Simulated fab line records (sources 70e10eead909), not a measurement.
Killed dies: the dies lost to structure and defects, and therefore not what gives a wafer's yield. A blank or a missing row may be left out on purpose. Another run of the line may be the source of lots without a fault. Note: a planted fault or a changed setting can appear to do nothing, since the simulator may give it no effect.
fab line records ; flow nandHarc
record lots=6; wafers=18; lastDay=31
route steps=1302 shown A_ONON_D2@559 A_CHANNEL_HOLE_D2@570 END@1302
lots that met no fault: taken from a fault-free run of the same line
startH: hours from the record's opening day to when the first of the lot's shown wafers began ; waitH: how many hours have passed since the lot's step before this one ; " unchanged from the row above ; L1.1+2: a row that stands for several wafers ; - no value, or no start was given ; * or withheld: withheld ; < > ~ a bound
route shown NAME@n: a module of which the file shows steps, and the number in the route of the first ; usual: average and standard deviation across the fault-free wafers ; same: alike in all rows ; chamber/n: place in a boat ; sites: the reading at each site ; _std_site: their standard deviation ; _edge_site: inner sites' mean taken away from outer sites' mean ; radiusMm: how far each site lies from the wafer's centre ; mask NAME#n: copy n ; behind: the tool/chamber that last shaped the wafer ; hold: reason for holding the lot/hours on hold/outcome of the hold ; device: whichever transistor did not switch (one of n, p or np) ; end of line: the route-end tests of the same wafers ; a step given without rows: its recipe and nothing more ; killed: dies that structure and defects cost at the first sort, which is not the same as the wafer's yield ; map: shows each die of a wafer: x if killed, . if not, _ if none is there
set.NAME: the setting that was run; set.NAME@STEP: the one run at that earlier step ; model.NAME: the simulator's own value behind a step, which no gauge read
certain route steps with their lots: each step a table, each wafer a row
services: the hour from which a tool's chamber was out of use, counted from the record's first day as startH (under 0 if before that day), plus the number of hours and why
## steps
# step NHARC_A_ONON_D2_THK_MEAS_21
# recipe thkMeasGauge=ellipsometry
# usual thkNm=1001/10
lot.wafer;tool;chamber;startH;waitH;thkNm
L665.1;filmMetro-01;-;297.27;-;998
L665.4;filmMetro-01;-;297.27;-;997
L665.5;filmMetro-01;-;297.27;-;998
L669.1;filmMetro-01;-;338.35;-;1011
L669.2;filmMetro-01;-;338.35;-;1011
L669.6;filmMetro-01;-;338.35;-;1011
L674.1;filmMetro-01;-;388.02;-;1006
L674.2;filmMetro-01;-;388.02;-;1005
L674.4;filmMetro-01;-;388.02;-;1006
L675.1;filmMetro-02;-;406.48;-;992
L675.3;filmMetro-02;-;406.48;-;992
L675.5;filmMetro-02;-;406.48;-;992
L679.4;filmMetro-01;-;441.03;-;1001
L679.5;filmMetro-01;-;441.03;-;1000
L679.6;filmMetro-01;-;441.03;-;1002
L682.3;filmMetro-01;-;465.95;-;989
L682.5;filmMetro-01;-;465.95;-;989
L682.6;filmMetro-01;-;465.95;-;987
# step NHARC_A_ONON_D2_DEP_22
# recipe targetThkA=10000; n2FlowSccm=2750; n2oFlowSccm=2000; nh3FlowSccm=500; sih4FlowSccm=210; tempC=400
# step NHARC_A_ONON_D2_THK_MEAS_24
# recipe thkMeasGauge=ellipsometry
# usual thkNm=1004/8.6
lot.wafer;tool;chamber;startH;waitH;thkNm
L665.1;filmMetro-01;-;297.83;-;998
L665.4;filmMetro-01;-;297.83;-;1000
L665.5;filmMetro-01;-;297.83;-;997
L669.1;filmMetro-02;-;338.91;-;1003
L669.2;filmMetro-02;-;338.91;-;1001
L669.6;filmMetro-02;-;338.91;-;1002
L674.1;filmMetro-02;-;388.59;-;1008
L674.2;filmMetro-02;-;388.59;-;1010
L674.4;filmMetro-02;-;388.59;-;1010
L675.1;filmMetro-02;-;407.05;-;1015
L675.3;filmMetro-02;-;407.05;-;1014
L675.5;filmMetro-02;-;407.05;-;1014
L679.4;filmMetro-01;-;441.60;-;1009
L679.5;filmMetro-01;-;441.60;-;1008
L679.6;filmMetro-01;-;441.60;-;1006
L682.3;filmMetro-02;-;466.51;-;1004
L682.5;filmMetro-02;-;466.51;-;1003
L682.6;filmMetro-02;-;466.51;-;1002
# step NHARC_A_ONON_D2_DEP_25
# recipe targetThkA=10000; n2FlowSccm=2750; n2oFlowSccm=2000; nh3FlowSccm=500; sih4FlowSccm=210; tempC=400
# step NHARC_A_ONON_D2_THK_MEAS_27
# recipe thkMeasGauge=ellipsometry
# usual thkNm=1000/10
lot.wafer;tool;chamber;startH;waitH;thkNm
L665.1;filmMetro-01;-;298.40;-;1002
L665.4;filmMetro-01;-;298.40;-;1003
L665.5;filmMetro-01;-;298.40;-;1002
L669.1;filmMetro-02;-;339.48;-;1001
L669.2;filmMetro-02;-;339.48;-;1003
L669.6;filmMetro-02;-;339.48;-;1003
L674.1;filmMetro-01;-;389.15;-;1004
L674.2;filmMetro-01;-;389.15;-;1004
L674.4;filmMetro-01;-;389.15;-;1004
L675.1;filmMetro-01;-;407.61;-;993
L675.3;filmMetro-01;-;407.61;-;993
L675.5;filmMetro-01;-;407.61;-;992
L679.4;filmMetro-01;-;442.17;-;982
L679.5;filmMetro-01;-;442.17;-;984
L679.6;filmMetro-01;-;442.17;-;982
L682.3;filmMetro-02;-;467.07;-;990
L682.5;filmMetro-02;-;467.07;-;991
L682.6;filmMetro-02;-;467.07;-;989
# step NHARC_A_ONON_D2_DEP_28
# recipe targetThkA=10000; n2FlowSccm=2750; n2oFlowSccm=2000; nh3FlowSccm=500; sih4FlowSccm=210; tempC=400
# step NHARC_A_ONON_D2_THK_MEAS_30
# recipe thkMeasGauge=ellipsometry
# usual thkNm=1002/12
lot.wafer;tool;chamber;startH;waitH;thkNm
L665.1;filmMetro-02;-;298.97;-;1012
L665.4;filmMetro-02;-;298.97;-;1011
L665.5;filmMetro-02;-;298.97;-;1010
L669.1;filmMetro-01;-;340.05;-;1001
L669.2;filmMetro-01;-;340.05;-;1000
L669.6;filmMetro-01;-;340.05;-;1000
L674.1;filmMetro-01;-;389.71;-;995
L674.2;filmMetro-01;-;389.71;-;995
L674.4;filmMetro-01;-;389.71;-;996
L675.1;filmMetro-01;-;408.18;-;1016
L675.3;filmMetro-01;-;408.18;-;1015
L675.5;filmMetro-01;-;408.18;-;1016
L679.4;filmMetro-02;-;442.74;-;1006
L679.5;filmMetro-02;-;442.74;-;1006
L679.6;filmMetro-02;-;442.74;-;1006
L682.3;filmMetro-02;-;467.63;-;1002
L682.5;filmMetro-02;-;467.63;-;1003
L682.6;filmMetro-02;-;467.63;-;1004
# step NHARC_A_ONON_D2_DEP_33
# recipe targetThkA=2000; tempC=400; pressureTorr=6.5; rfW=900; teosFlowSccm=161.4; flowSccm=2650; targetThkNm=200; gas=O2; material=SiO2
# usual chamberPressureTorr=6.499/0.015; heaterPowerOuterW=257/84; heaterPowerW=498/120; rfFwdPowerW=898.3/2.7; susceptorTempC=400.01/0.24; throttleValvePct=15.9/0.55
lot.wafer;tool;chamber;startH;waitH;chamberPressureTorr;heaterPowerOuterW;heaterPowerW;rfFwdPowerW;sinceWetCleanH;susceptorTempC;throttleValvePct
L665.1;pecvd-04;0;299.03;0.1;6.515;239;518;897.9;17;400.04;16.3
L665.4;pecvd-04;1;299.03;0.1;6.499;276;518;898.9;-;400.16;16.2
L665.5;pecvd-04;2;299.03;0.1;6.518;282;526;900.0;-;399.80;15.8
L669.1;pecvd-04;2;340.11;0.1;6.500;250;493;895.0;58;400.10;16.0
L669.2;pecvd-04;1;340.11;0.1;6.511;216;414;899.5;58;400.10;16.3
L669.6;pecvd-04;2;340.11;0.1;6.507;264;498;897.6;-;400.22;16.0
L674.2;pecvd-04;1;389.81;0.1;6.488;268;480;897.6;108;399.80;16.5
L674.1;pecvd-04;2;389.81;0.1;6.508;246;487;898.9;108;399.97;15.9
L674.4;pecvd-04;1;389.81;0.1;6.486;275;498;898.2;-;400.18;16.3
L675.1;pecvd-02;1;408.23;0.1;6.504;204;441;898.3;168;400.02;16.8
L675.3;pecvd-02;2;408.23;0.1;6.479;139;299;897.7;-;399.89;15.7
L675.5;pecvd-02;1;408.23;0.1;6.498;216;449;895.2;-;399.96;16.8
L679.5;pecvd-04;1;442.93;0.2;6.485;245;463;902.2;-;399.98;16.5
L679.4;pecvd-04;2;442.93;0.2;6.491;277;528;900.2;-;399.95;16.2
L679.6;pecvd-04;0;442.93;0.2;6.497;292;613;898.3;-;399.84;16.2
L682.3;pecvd-03;0;467.73;0.1;6.497;321;548;899.3;88;400.05;15.4
L682.5;pecvd-03;2;467.73;0.1;6.499;330;581;900.5;-;400.27;14.8
L682.6;pecvd-03;1;467.73;0.1;6.511;478;850;893.4;-;399.96;15.6
# step NHARC_A_ONON_D2_THK_MEAS_34
# recipe thkMeasGauge=ellipsometry
# usual thkNm=200.5/2.9
lot.wafer;tool;chamber;startH;waitH;thkNm
L665.1;filmMetro-02;-;299.44;-;196.7
L665.4;filmMetro-02;-;299.44;-;205.1
L665.5;filmMetro-02;-;299.44;-;202.7
L669.1;filmMetro-02;-;340.52;-;201.9
L669.2;filmMetro-02;-;340.52;-;200.4
L669.6;filmMetro-02;-;340.52;-;201.3
L674.1;filmMetro-02;-;390.18;-;200.6
L674.2;filmMetro-02;-;390.18;-;201.8
L674.4;filmMetro-02;-;390.18;-;199.1
L675.1;filmMetro-01;-;408.79;0.5;200.8
L675.3;filmMetro-01;-;408.79;0.5;202.7
L675.5;filmMetro-01;-;408.79;0.5;199.4
L679.4;filmMetro-01;-;443.21;-;198.9
L679.5;filmMetro-01;-;443.21;-;198.2
L679.6;filmMetro-01;-;443.21;-;200.3
L682.3;filmMetro-01;-;468.10;-;202.9
L682.5;filmMetro-01;-;468.10;-;203.9
L682.6;filmMetro-01;-;468.10;-;203.5
# step NHARC_A_ONON_D2_INSPECT_32
# usual rawDefectCount=442/240
lot.wafer;tool;chamber;startH;waitH;rawDefectCount
L665.1;defectInspect-01;-;299.50;0.0;334
L665.4;defectInspect-01;-;299.50;0.0;318
L665.5;defectInspect-01;-;299.50;0.0;532
L669.1;defectInspect-01;-;340.60;0.0;164
L669.2;defectInspect-01;-;340.60;0.0;143
L669.6;defectInspect-01;-;340.60;0.0;214
L674.1;defectInspect-01;-;390.25;0.0;337
L674.2;defectInspect-01;-;390.25;0.0;663
L674.4;defectInspect-01;-;390.25;0.0;814
L675.1;defectInspect-02;-;408.85;0.0;1322
L675.3;defectInspect-02;-;408.85;0.0;1194
L675.5;defectInspect-02;-;408.85;0.0;1297
L679.4;defectInspect-01;-;443.27;0.0;653
L679.5;defectInspect-01;-;443.27;0.0;472
L679.6;defectInspect-01;-;443.27;0.0;354
L682.3;defectInspect-01;-;468.18;0.0;367
L682.5;defectInspect-01;-;468.18;0.0;257
L682.6;defectInspect-01;-;468.18;0.0;266
# step NHARC_A_CHANNEL_HOLE_D2_DEP_00
# recipe targetThkA=31000; tempC=400; material=aC
# usual susceptorTempC=399.94/0.18; throttleValvePct=35.000/0.0083
lot.wafer;tool;chamber;startH;waitH;susceptorTempC;throttleValvePct
L665.1;aclDep-01;0;299.57;0.1;-;34.994
L665.4;aclDep-01;0;299.57;0.1;-;34.995
L665.5;aclDep-01;0;299.57;0.1;-;35.004
L669.1;aclDep-03;0;340.67;0.1;-;34.992
L669.2;aclDep-03;0;340.67;0.1;-;34.995
L669.6;aclDep-03;0;342.23;1.6;-;35.013
L674.1;aclDep-01;0;393.52;3.3;399.97;35.005
L674.2;aclDep-01;0;393.52;3.3;400.13;34.992
L674.4;aclDep-01;0;393.52;3.3;399.68;34.995
L675.1;aclDep-01;0;409.60;0.8;400.05;35.000
L675.3;aclDep-01;0;409.60;0.8;399.87;34.994
L675.5;aclDep-01;0;409.60;0.8;400.06;35.018
L679.4;aclDep-03;0;446.19;2.9;400.02;35.001
L679.5;aclDep-03;0;446.19;2.9;399.95;34.997
L679.6;aclDep-03;0;446.19;2.9;399.93;34.995
L682.3;aclDep-02;0;469.14;1.0;-;34.986
L682.5;aclDep-02;0;469.14;1.0;-;34.998
L682.6;aclDep-02;0;469.14;1.0;-;35.013
# step NHARC_A_CHANNEL_HOLE_D2_DEP_01
# recipe targetThkA=1400; targetThkNm=140; tempC=400; pressureTorr=3.5; flowSccm=200; rfW=350; material=SiON
# usual chamberPressureTorr=3.501/0.0082; heaterPowerOuterW=384/48; heaterPowerW=673/84; rfFwdPowerW=348.4/1.2; susceptorTempC=400.02/0.2
lot.wafer;tool;chamber;startH;waitH;chamberPressureTorr;heaterPowerOuterW;heaterPowerW;rfFwdPowerW;sinceWetCleanH;susceptorTempC
L665.1;pecvd-04;0;301.51;1.6;3.476;453;816;348.3;19;399.97
L665.4;pecvd-04;2;301.51;1.6;3.513;369;651;348.0;-;400.41
L665.5;pecvd-04;1;301.51;1.6;3.500;415;689;349.8;-;399.93
L669.1;pecvd-04;1;342.59;1.6;3.491;419;703;349.4;60;399.86
L669.2;pecvd-04;2;342.59;1.6;3.503;341;600;348.7;60;399.93
L669.6;pecvd-04;2;342.59;1.6;3.498;348;625;348.6;-;400.20
L674.1;pecvd-04;0;395.47;1.6;3.494;452;796;349.9;113;400.27
L674.2;pecvd-04;1;395.47;1.6;3.506;415;660;350.1;113;400.10
L674.4;pecvd-04;2;395.47;1.6;3.506;389;665;349.3;-;399.93
L675.3;pecvd-01;0;411.54;1.0;3.503;421;789;349.7;88;400.15
L675.1;pecvd-01;2;411.54;1.0;3.495;377;620;347.4;88;399.89
L675.5;pecvd-01;1;411.54;1.0;3.514;438;673;348.9;-;400.05
L679.5;pecvd-01;2;447.26;0.4;3.506;362;608;403.2;-;399.91
L679.6;pecvd-01;0;447.26;0.4;3.504;396;726;405.6;-;400.28
L679.4;pecvd-01;1;447.26;0.4;3.495;365;588;404.1;-;399.97
L682.3;pecvd-01;2;470.43;1.0;3.507;416;712;403.0;146;400.11
L682.6;pecvd-01;2;470.43;1.0;3.495;423;698;403.3;-;399.90
L682.5;pecvd-01;0;470.43;1.0;3.505;370;708;406.1;-;400.26
# step NHARC_A_CHANNEL_HOLE_D2_DEHYDRATE_02
# recipe tempC=150; timeS=120
# step NHARC_END_SORT_01
# recipe tempC=25
# usual killedAtArray=56/21; killedAtOther=1.2/1.6; killedAtPeriphery=3.7/2.5; killedDies=61/21; killedOpen=3.1/1.8; killedShort=2.8/1.7
# same grossDies=677
lot.wafer;tool;chamber;startH;waitH;killedAtArray;killedAtOther;killedAtPeriphery;killedDies;killedOpen;killedShort
L675.1;prober-01;0;690.44;2.5;42;0;8;50;3;1
L675.3;prober-01;0;692.05;3.1;43;0;10;53;2;7
L675.5;prober-01;0;693.67;3.7;36;1;1;38;1;4
L682.3;prober-02;0;740.35;3.1;49;1;6;56;3;1
L682.5;prober-02;0;741.95;3.7;50;0;1;51;4;1
L682.6;prober-02;0;742.75;4.0;42;0;5;47;5;1
# killed by level:class
L675.1 A_CHANNEL_HOLE_D2:chamberFilmFlake=16 A_CHANNEL_HOLE_D1:chamberFilmFlake=7 P_BONDPAD:chamberFilmFlake=5 A_BLC:chamberFilmFlake=5 A_CONTACT:chamberFilmFlake=4 A_SLIT:chamberFilmFlake=3 P_CONTACT:geometricParticle:open=1 A_ONON_D1:geometricParticle:open=1
L675.3 A_CHANNEL_HOLE_D2:chamberFilmFlake=15 P_BONDPAD:chamberFilmFlake=7 A_CONTACT:chamberFilmFlake=5 A_CHANNEL_HOLE_D1:chamberFilmFlake=4 A_BLC:chamberFilmFlake=4 A_ONON_D1:geometricParticle:short=3 A_CHANNEL_FILL_D2:chamberFilmFlake=3 P_STI:chamberFilmFlake=2
L675.5 A_CHANNEL_HOLE_D2:chamberFilmFlake=24 A_CHANNEL_HOLE_D1:chamberFilmFlake=2 A_SLIT:chamberFilmFlake=2 A_BLC:chamberFilmFlake=2 P_M0:geometricParticle:short=1 A_CHANNEL_FILL_D1:geometricParticle:short=1 A_CHANNEL_FILL_D2:geometricParticle:short=1 A_BLC:geometricParticle:open=1
L682.3 A_CHANNEL_HOLE_D2:chamberFilmFlake=18 A_CHANNEL_HOLE_D1:chamberFilmFlake=13 A_STAIRCASE:chamberFilmFlake=7 A_SLIT:chamberFilmFlake=5 P_STI:chamberFilmFlake=2 A_CHANNEL_FILL_D1:chamberFilmFlake=2 P_M0:geometricParticle:open=1 P_M0:geometricParticle:short=1
L682.5 A_CHANNEL_HOLE_D2:chamberFilmFlake=19 A_CHANNEL_HOLE_D1:chamberFilmFlake=11 A_STAIRCASE:chamberFilmFlake=7 A_SLIT:chamberFilmFlake=4 A_CHANNEL_FILL_D2:chamberFilmFlake=2 A_CONTACT:chamberFilmFlake=2 P_CONTACT:geometricParticle:open=1 A_CHANNEL_FILL_D1:geometricParticle:open=1
L682.6 A_CHANNEL_HOLE_D2:chamberFilmFlake=21 A_CHANNEL_HOLE_D1:chamberFilmFlake=8 A_STAIRCASE:chamberFilmFlake=4 A_CONTACT:chamberFilmFlake=3 P_STI:chamberFilmFlake=2 A_SLIT:chamberFilmFlake=2 P_GATE:geometricParticle:short=1 P_CONTACT:geometricParticle:open=1
## services
tool;chamber;startH;hours;kind
pecvd-04;0;282.21;-;clean
pecvd-04;1;282.21;-;clean
pecvd-04;2;282.21;-;clean
aclDep-03;-;301.63;13.0;pm
pecvd-01;-;311.00;13.0;pm
pecvd-01;0;311.00;13.0;ventCycle
pecvd-01;1;311.00;13.0;ventCycle
pecvd-02;2;331.50;2.7;repair
pecvd-04;-;344.28;4.8;repair
pecvd-01;2;358.90;8.7;repair
pecvd-03;-;366.35;13.0;pm
aclDep-01;-;369.23;13.0;pm
pecvd-03;2;384.68;16.1;repair
pecvd-02;0;404.50;20.8;repair
pecvd-02;-;408.71;13.0;pm
aclDep-02;-;429.21;13.0;pm
pecvd-04;-;450.21;13.0;pm
pecvd-04;0;450.21;13.0;ventCycle
pecvd-04;1;450.21;13.0;ventCycle
pecvd-04;2;450.21;13.0;ventCycle
pecvd-02;1;454.41;6.2;repair
pecvd-04;0;463.21;-;clean
pecvd-04;1;463.21;-;clean
pecvd-04;2;463.21;-;clean
## key
firstSign step=NHARC_A_CHANNEL_HOLE_D2_DEP_01; reading=rfFwdPowerW; direction=up; sigmas=48; usual=*; struck=*
effect none on later readings
metAt NHARC_A_CHANNEL_HOLE_D2_DEP_01
struckWafers L679.4,L679.5,L679.6,L682.3,L682.5,L682.6
testerLeftOut L679,L682
onsetBetween 411.54 447.26
fault kind=processParameterDrift; tool=pecvd-01; chamber=-; onsetH=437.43; steps=NHARC_A_CHANNEL_HOLE_D2_DEP_01; channel=rfW; offset=*; shape=step; endH=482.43; actsIn=*; stated=*
# testerLeftOut: of these lots the tester's yield and bins aren't shown, on N5 and GAA mostly nor the transistor test; their killed dies are dies lost to structure and defects alone, not to doping, threshold or leakage, so they don't give the yield
